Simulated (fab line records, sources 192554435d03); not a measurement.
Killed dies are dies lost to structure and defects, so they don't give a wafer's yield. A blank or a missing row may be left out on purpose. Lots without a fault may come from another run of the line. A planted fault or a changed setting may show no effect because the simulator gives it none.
fab line records | flow n5_finfet
record lots=11 wafers=30 last_day=21
route steps=1938 shown START@1 WELL_APT@33 BEOL_M4@1111 PASSIVATION@1936
lots that met no fault: from a run of the same line without faults
start_h: hours from the record's first day to the start of the lot's first wafer shown | wait_h: hours since the lot's step before | " the same as in the row above | L1.1+2: a row that stands for several wafers | - no value, or no start given | * or withheld: withheld | < > ~ a bound
route shown NAME@n: a module of which the file shows steps, and the number in the route of the first | usual: mean/standard deviation of fault-free wafers | same: alike in all rows | chamber/n: place in a boat | sites: the reading at each site | _std_site: their standard deviation | _edge_site: outer sites' mean less inner sites' | radius_mm: how far each site lies from the wafer's centre | mask NAME#n: copy n | behind: the tool/chamber that last shaped the wafer | hold: why the lot was held/for how many hours/how that ended | device: the transistor (n, p or np) that didn't switch | end of line: the same wafers' tests at the end of the route | a step without rows: its recipe alone | killed: dies lost to structure and defects at the first sort, not the wafer's yield | map: a wafer's dies, x killed, . not, _ none there
set.NAME: the setting as run; set.NAME@STEP: as run at that earlier step | model.NAME: the simulator's own value behind a step, which no gauge read
steps of the route over a sample of lots; a table a step, a row a wafer
services: from which hour (start_h, from the record's first day; less than 0 if before it) a tool's chamber was out of use, for how many hours, and why
## steps
# step N5_START_INSPECT_01
# recipe inspect_instrument=unpatterned_scan mode=incoming
# usual raw_defect_count=5.7/2.4
# columns lot.wafer tool chamber start_h wait_h raw_defect_count
L735.3 defect_inspect-01 - 12.04 - 7
L735.4 " - " " 5
L735.5 " - " " 2
L739.1 defect_inspect-02 - 36.03 - 5
L739.4 " - " " 6
L739.6 " - " " 6
L741.4 defect_inspect-01 - 48.04 - 4
L741.5 " - " " 5
L742.1 defect_inspect-02 - 54.03 - 5
L742.2 " - " " 2
L742.6 " - " " 5
L746.3 defect_inspect-01 - 78.03 - 8
L746.6 " - " " 7
L749.1 defect_inspect-01 - 96.03 - 9
L749.5 " - " " 5
L749.6 " - " " 7
L750.1 defect_inspect-01 - 102.03 - 7
L750.2 " - " " 5
L750.5 " - " " 4
L751.2 defect_inspect-01 - 108.03 - 7
L751.6 " - " " 5
L756.1 defect_inspect-02 - 138.03 - 8
L756.3 " - " " 7
L756.6 " - " " 8
L757.1 defect_inspect-01 - 144.03 - 9
L757.5 " - " " 5
L757.6 " - " " 7
L758.2 defect_inspect-01 - 150.03 - 8
L758.3 " - " " 9
L758.6 " - " " 5
# step N5_WELL_APT_IMPLANT_15
# recipe species=As energy_kev=25 dose_cm2=1.5e+13 tilt_deg=0 rotation_deg=0
# usual beam_energy_keV=24.999/0.0068 beam_on_s=9.99/0.21
# columns lot.wafer tool chamber start_h wait_h beam_energy_keV beam_on_s
L735.3 implanter-01 0 14.42 0.1 25.003 10.06
L735.4 " 0 " " 25.006 10.00
L735.5 " 0 " " 24.995 10.25
L739.1 implanter-02 0 38.20 0.1 24.997 9.83
L739.4 " 0 " " 25.001 10.02
L739.6 " 0 " " 25.005 9.88
L741.4 implanter-02 0 50.14 0.1 25.003 10.18
L741.5 " 0 " " 25.006 10.06
L742.1 implanter-01 0 56.18 0.1 24.985 9.92
L742.2 " 0 " " 24.995 9.90
L742.6 " 0 " " 24.998 9.74
L746.3 implanter-01 0 80.70 0.1 24.985 10.13
L746.6 " 0 " " 24.995 10.09
L749.1 implanter-02 - 98.17 0.1 - -
L749.5 " - " " - -
L749.6 " - " " - -
L750.1 implanter-01 - 104.44 0.1 - -
L750.2 " - " " - -
L750.5 " - " " - -
L751.2 implanter-02 0 110.44 0.3 25.003 9.90
L751.6 " 0 " " 24.995 9.99
L756.1 implanter-01 0 140.48 0.1 25.002 9.66
L756.3 " 0 " " 24.994 9.96
L756.6 " 0 " " 24.987 9.93
L757.1 implanter-02 0 146.78 0.1 25.009 10.35
L757.5 " 0 " " 25.003 10.25
L757.6 " 0 " " 24.995 9.79
L758.2 implanter-02 0 152.19 0.1 25.012 10.15
L758.3 " 0 " " 24.988 9.80
L758.6 " 0 " " 24.989 9.84
# step N5_WELL_APT_CD_MEAS_25
# recipe target_cd_nm=200 landing_energy_ev=500 detector=se_inlens
# usual cd_nm=200.0/2.7
# columns lot.wafer tool chamber start_h wait_h cd_nm
L735.3 cd_sem-03 0 15.25 - 200.5
L735.4 " 0 " " 198.4
L735.5 " 0 " " 203.0
L739.1 cd_sem-03 0 39.07 - 198.0
L739.4 " 0 " " 196.3
L739.6 " 0 " " 194.6
L741.4 cd_sem-01 0 50.93 - 195.9
L741.5 " 0 " " 197.8
L742.1 cd_sem-03 0 57.06 - 202.0
L742.2 " 0 " " 198.7
L742.6 " 0 " " 199.6
L746.3 cd_sem-01 0 81.42 - 201.6
L746.6 " 0 " " 199.4
L749.1 cd_sem-03 0 99.05 - 198.4
L749.5 " 0 " " 200.7
L749.6 " 0 " " 198.2
L750.1 cd_sem-02 0 105.32 - 204.9
L750.2 " 0 " " 201.5
L750.5 " 0 " " 202.1
L751.2 cd_sem-01 0 111.44 - 198.2
L751.6 " 0 " " 199.4
L756.1 cd_sem-01 0 141.63 - 198.7
L756.3 " 0 " " 199.2
L756.6 " 0 " " 201.0
L757.1 cd_sem-01 0 147.54 - 203.5
L757.5 " 0 " " 198.7
L757.6 " 0 " " 202.3
L758.2 cd_sem-01 0 152.93 - 199.7
L758.3 " 0 " " 200.6
L758.6 " 0 " " 201.6
# step N5_WELL_APT_INSPECT_27
# recipe mode=adi inspect_instrument=macro
# usual raw_defect_count=2.3/1.4
# columns lot.wafer tool chamber start_h wait_h raw_defect_count
L735.3 defect_inspect-01 - 15.30 0.0 1
L735.4 " - " " 3
L735.5 " - " " 1
L739.1 defect_inspect-01 - 39.13 0.0 3
L739.4 " - " " 2
L739.6 " - " " 3
L741.4 defect_inspect-01 - 50.98 0.0 3
L741.5 " - " " 2
L742.1 defect_inspect-01 - 57.11 0.0 3
L742.2 " - " " 5
L742.6 " - " " 1
L746.3 defect_inspect-01 - 81.47 0.0 3
L746.6 " - " " 1
L749.1 defect_inspect-01 - 99.10 0.0 3
L749.5 " - " " 5
L749.6 " - " " 0
L750.1 defect_inspect-01 - 105.44 0.1 4
L750.2 " - " " 4
L750.5 " - " " 2
L751.2 defect_inspect-01 - 111.49 0.0 3
L751.6 " - " " 4
L756.1 defect_inspect-01 - 141.68 0.0 7
L756.3 " - " " 3
L756.6 " - " " 1
L757.1 defect_inspect-01 - 147.59 0.0 3
L757.5 " - " " 2
L757.6 " - " " 4
L758.2 defect_inspect-02 - 152.99 0.0 3
L758.3 " - " " 2
L758.6 " - " " 1
# step N5_BEOL_M4_RC_MEAS_101
# usual CJ_P=5.75/0.28 DIBL_N=37.7/2 DIBL_P=37.7/2.3 IOFF_N=0.18/0.039 IOFF_P=0.23/0.042 IOFF_P_85C=3.9/0.6 IOFF_P_LIN=0.105/0.014 ION_N=681/12 ION_P=463/8 SS_N=71.9/0.68 SS_P=73.6/0.71 VT_N=248/3.2 VT_P=-249/3.1
# columns lot.wafer tool chamber start_h wait_h CJ_P DIBL_N[mV/V] DIBL_P[mV/V] IOFF_N[nA/um] IOFF_P[nA/um] IOFF_P_85C[nA/um] IOFF_P_LIN[nA/um] ION_N[uA/um] ION_P[uA/um] SS_N[mV/dec] SS_P[mV/dec] VT_N[mV] VT_P[mV]
L735.3 prober-01 0 271.29 0.3 6.05 36.6 36.6 0.17 0.24 4.0 0.114 669 464 72.1 72.7 249 -245
L735.4 " 0 " " 6.28 38.5 38.0 0.20 0.25 4.2 0.116 675 460 72.3 73.1 248 -243
L735.5 " 0 " " 5.55 40.1 42.1 0.26 0.36 5.7 0.152 688 471 72.8 73.9 243 -241
L739.1 prober-01 0 278.27 0.0 6.08 36.2 35.5 0.13 0.16 2.9 0.079 658 441 72.6 73.6 254 -256
L739.4 " 0 " " 5.78 37.5 38.0 0.16 0.20 3.5 0.093 679 457 72.2 72.6 251 -254
L739.6 " 0 " " 6.21 41.2 40.8 0.24 0.24 4.0 0.104 677 452 72.4 74.0 245 -250
L742.1 prober-01 0 298.57 0.0 5.56 40.2 40.8 0.22 0.27 4.4 0.118 673 456 72.8 74.5 246 -248
L742.2 " 0 " " 6.05 39.1 39.3 0.21 0.24 4.0 0.107 687 465 72.5 73.8 247 -248
L742.6 " 0 " " 5.58 38.9 38.2 0.19 0.22 3.6 0.099 662 449 71.9 73.5 251 -251
L741.4 prober-01 0 305.76 0.5 6.05 36.3 37.5 0.16 0.21 3.7 0.101 684 469 72.1 73.8 252 -249
L741.5 " 0 " " 5.77 39.2 41.1 0.23 0.26 4.5 0.117 700 471 72.5 75.4 245 -248
L746.3 prober-01 0 317.48 0.3 5.77 39.9 40.9 0.22 0.27 4.5 0.117 709 470 72.0 74.2 244 -249
L746.6 " 0 " " 5.87 41.5 41.8 0.27 0.30 5.0 0.130 715 484 72.1 74.2 242 -245
L750.1 prober-01 0 344.88 0.0 1.01 40.9 61.4 0.22 3.01 33.6 0.352 692 493 72.4 92.9 244 -235
L750.2 " 0 " " 1.00 37.4 42.3 0.16 0.41 6.4 0.143 676 480 71.1 76.5 248 -245
L750.5 " 0 " " 1.00 37.9 46.0 0.16 0.63 9.2 0.168 679 485 71.7 78.9 250 -242
L749.1 prober-01 0 349.73 0.0 1.01 37.2 63.0 0.19 3.26 35.9 0.334 686 484 71.4 95.8 245 -240
L749.5 " 0 " " 1.02 35.0 43.2 0.15 0.50 7.5 0.146 691 490 70.9 77.5 248 -244
L749.6 " 0 " " 1.02 41.1 68.4 0.26 4.55 48.0 0.408 679 484 72.4 96.6 243 -235
L751.2 prober-02 0 358.24 0.2 6.02 37.4 38.8 0.16 0.23 3.8 0.101 663 454 71.4 74.0 254 -251
L751.6 " 0 " " 5.71 36.1 37.4 0.15 0.20 3.4 0.093 674 456 71.9 73.9 252 -252
L756.1 prober-02 0 385.87 0.0 5.71 38.5 36.9 0.20 0.21 3.8 0.104 681 464 72.8 73.6 247 -249
L756.3 " 0 " " 6.04 35.3 35.0 0.15 0.19 3.6 0.099 682 464 71.3 73.6 248 -249
L756.6 " 0 " " 6.00 36.5 36.6 0.15 0.20 3.7 0.100 671 457 71.7 73.2 251 -249
L757.1 prober-02 0 389.10 0.0 5.64 39.4 38.3 0.22 0.26 4.4 0.118 685 469 73.2 73.9 245 -247
L757.5 " 0 " " 6.01 36.0 34.0 0.17 0.19 3.4 0.097 680 459 71.6 72.8 249 -251
L757.6 " 0 " " 5.82 38.5 39.8 0.22 0.30 4.9 0.132 688 471 71.4 73.6 244 -246
L758.2 prober-02 0 402.43 0.2 5.47 36.5 36.5 0.16 0.26 4.3 0.116 662 460 71.5 73.6 250 -245
L758.3 " 0 " " 5.61 33.3 31.9 0.12 0.17 3.1 0.087 680 463 70.8 73.0 248 -251
L758.6 " 0 " " 5.30 36.9 37.3 0.19 0.26 4.4 0.120 686 475 72.2 74.0 248 -246
# step N5_PASSIVATION_PROBE_49
# usual defect_limited_yield=91.1/1.4 killed_at_M0_to_M3=34/9.6 killed_at_M4_up=15/5.3 killed_at_contacts=12/6.1 killed_at_front_end=40/11 killed_at_other=3.5/2.8 killed_dies=105/17 killed_open=70/12 killed_short=34/7.7 sort_bin_4_leakage=0.01/0.07 sort_bin_5_function=5.2/0.97 sort_bin_6_memory=3.4/0.62 sort_bin_8_speed=0.00/0.023 sort_n_pass=1075/17 sort_yield_pct=91.1/1.4
# same gross_dies=1180 killed_at_back_side=0
# columns lot.wafer tool chamber start_h wait_h defect_limited_yield[%] killed_at_M0_to_M3 killed_at_M4_up killed_at_contacts killed_at_front_end killed_at_other killed_dies killed_open killed_short sort_bin_4_leakage[%] sort_bin_5_function[%] sort_bin_6_memory[%] sort_bin_8_speed[%] sort_n_pass sort_yield_pct[%]
L746.3 prober-01 - 420.62 0.1 93.1 16 19 7 37 3 82 56 26 0 3.9 2.7 0 1098 93.1
L746.6 prober-01 - 420.77 0.3 93.0 9 20 8 44 2 83 54 29 0 4.6 2.0 0 1097 93.0
L750.1 prober-01 - 450.39 0.0 87.7 47 17 17 61 3 145 94 49 87.71 8.0 4.1 0 0 0
L750.2 prober-01 - 450.44 0.1 94.2 23 17 11 18 0 69 47 21 0.42 2.9 2.6 0 1106 93.7
L750.5 prober-01 - 450.59 0.2 90.8 33 21 10 44 0 108 73 33 42.63 5.4 3.4 0 569 48.2
L751.2 prober-01 - 456.98 0.1 91.9 29 10 12 39 6 96 49 46 0 4.7 3.3 0 1084 91.9
L751.6 prober-01 - 457.18 0.3 91.4 32 18 9 36 6 101 67 34 0 5.4 3.0 0 1079 91.4
L749.1 prober-02 - 462.14 0.0 89.3 32 19 4 71 0 126 64 40 89.32 5.3 3.2 0 0 0
L749.5 prober-02 - 462.34 0.2 86.6 49 30 8 69 2 158 117 40 4.92 8.6 4.5 0 964 81.7
L749.6 prober-02 - 462.39 0.3 91.4 34 25 6 37 0 102 71 26 91.36 5.6 2.5 0 0 0
# killed by level:class
L746.3 BEOL_M4:geometric_particle:open=8 FIN_SAQP:geometric_particle:short=7 MOL_CONTACT_COAG:geometric_particle:open=7 STARTING-WAFER:geometric_particle:short=6 STI_FIN_REVEAL:geometric_particle:open=5 GATE_CUT:geometric_particle:open=5 BEOL_M2:geometric_particle:open=5 BEOL_M0_SAQP:geometric_particle:open=4
L746.6 FIN_SAQP:geometric_particle:open=10 GATE_CUT:geometric_particle:short=9 FIN_SAQP:geometric_particle:short=8 MOL_CONTACT_COAG:geometric_particle:open=8 BEOL_M4:geometric_particle:open=6 GATE_CUT:geometric_particle:open=4 BEOL_M8:geometric_particle:open=4 FIN_CUT:geometric_particle:open=3
L750.1 FIN_SAQP:geometric_particle:short=25 FIN_SAQP:geometric_particle:open=17 MOL_CONTACT_COAG:geometric_particle:open=14 BEOL_M1:geometric_particle:open=14 BEOL_M0_SAQP:geometric_particle:open=12 BEOL_M4:geometric_particle:open=9 BEOL_M0_SAQP:geometric_particle:short=6 BEOL_M2:geometric_particle:short=6
L750.2 BEOL_M4:geometric_particle:open=12 MOL_CONTACT_COAG:geometric_particle:open=9 BEOL_M2:geometric_particle:open=8 FIN_SAQP:geometric_particle:short=5 BEOL_M0_SAQP:geometric_particle:short=5 BEOL_M1:geometric_particle:open=4 STARTING-WAFER:geometric_particle:open=3 FIN_SAQP:geometric_particle:open=2
L750.5 FIN_SAQP:geometric_particle:open=12 MOL_CONTACT_COAG:geometric_particle:open=9 BEOL_M2:geometric_particle:open=9 FIN_SAQP:geometric_particle:short=8 DUMMY_GATE:geometric_particle:open=7 BEOL_M0_SAQP:geometric_particle:open=7 GATE_CUT:geometric_particle:short=6 BEOL_M4:geometric_particle:open=6
L751.2 BEOL_M0_SAQP:geometric_particle:short=15 FIN_SAQP:geometric_particle:short=10 MOL_CONTACT_COAG:geometric_particle:open=8 BEOL_M0_SAQP:geometric_particle:open=7 STI_FIN_REVEAL:geometric_particle:open=6 STARTING-WAFER:geometric_particle:short=5 FIN_SAQP:geometric_particle:open=4 MOL_CONTACT_COAG:geometric_particle:short=4
L751.6 MOL_CONTACT_COAG:geometric_particle:open=9 BEOL_M2:geometric_particle:open=9 BEOL_M4:geometric_particle:open=9 FIN_SAQP:geometric_particle:short=7 STI_FIN_REVEAL:geometric_particle:open=6 BEOL_M0_SAQP:geometric_particle:short=6 FIN_SAQP:geometric_particle:open=5 BEOL_M3:geometric_particle:short=5
L749.1 HKMG_FIN:area_etch=21 FIN_SAQP:geometric_particle:open=14 STI_FIN_REVEAL:geometric_particle:open=9 FIN_SAQP:geometric_particle:short=8 BEOL_M0_SAQP:geometric_particle:open=7 BEOL_M4:geometric_particle:open=7 STI_FIN_REVEAL:geometric_particle:short=5 BEOL_M2:geometric_particle:short=5
L749.5 STI_FIN_REVEAL:geometric_particle:open=31 BEOL_M3:geometric_particle:open=17 BEOL_M4:geometric_particle:open=16 FIN_SAQP:geometric_particle:open=11 STI_FIN_REVEAL:geometric_particle:short=10 BEOL_M1:geometric_particle:open=8 MOL_CONTACT_COAG:geometric_particle:open=7 BEOL_M0_SAQP:geometric_particle:open=6
L749.6 STI_FIN_REVEAL:geometric_particle:open=13 BEOL_M3:geometric_particle:open=11 BEOL_M4:geometric_particle:open=11 BEOL_M3:geometric_particle:short=6 FIN_SAQP:geometric_particle:short=5 MOL_CONTACT_COAG:geometric_particle:open=5 BEOL_M0_SAQP:geometric_particle:short=5 BEOL_M8:geometric_particle:open=4
## services
# columns tool chamber start_h hours kind
implanter-02 - 9.01 8.3 repair
implanter-01 - 19.23 1.6 repair
implanter-02 - 57.17 3.4 repair
implanter-01 - 108.35 3.0 repair
## key
first_sign step=N5_WELL_APT_IMPLANT_15 reading=tool_record direction=missing
effect step=N5_BEOL_M4_RC_MEAS_101 reading=IOFF_P direction=up sigmas=43 usual=0.23 struck=2.06
effect step=N5_BEOL_M4_RC_MEAS_101 reading=IOFF_P_85C direction=up sigmas=33 usual=3.9 struck=23.4
effect step=N5_BEOL_M4_RC_MEAS_101 reading=SS_P direction=up sigmas=18 usual=73.6 struck=86.4
effect step=N5_BEOL_M4_RC_MEAS_101 reading=CJ_P direction=down sigmas=17 usual=5.75 struck=1.01
effect step=N5_BEOL_M4_RC_MEAS_101 reading=IOFF_P_LIN direction=up sigmas=11 usual=0.105 struck=0.258
effect step=N5_BEOL_M4_RC_MEAS_101 reading=DIBL_P direction=up sigmas=7 usual=37.7 struck=54.0
effect step=N5_BEOL_M4_RC_MEAS_101 reading=VT_P direction=up sigmas=3 usual=-249 struck=-240 wafers_moved=3
effect step=N5_BEOL_M4_RC_MEAS_101 reading=ION_P direction=up sigmas=2.9 usual=463 struck=486 wafers_moved=5
effect step=N5_PASSIVATION_PROBE_49 reading=sort_bin_4_leakage direction=up sigmas=99+ usual=0.01 struck=52.73
met_at N5_WELL_APT_IMPLANT_15
struck_lots L749,L750
baseline_loss step=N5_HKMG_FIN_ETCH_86 wafers=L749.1
not_acting_at N5_START_INSPECT_01,N5_WELL_APT_CD_MEAS_25,N5_WELL_APT_INSPECT_27
onset_between 80.70 98.17
fault kind=skipped_step_whole tool=implanter-01,implanter-02 chamber=- onset_h=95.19 steps=N5_WELL_APT_IMPLANT_15 scope=struck_lots_only
# baseline_loss: these wafers lose ten dies or more at that step, a loss of the line's own and not of a fault; the sort's usual values leave them out
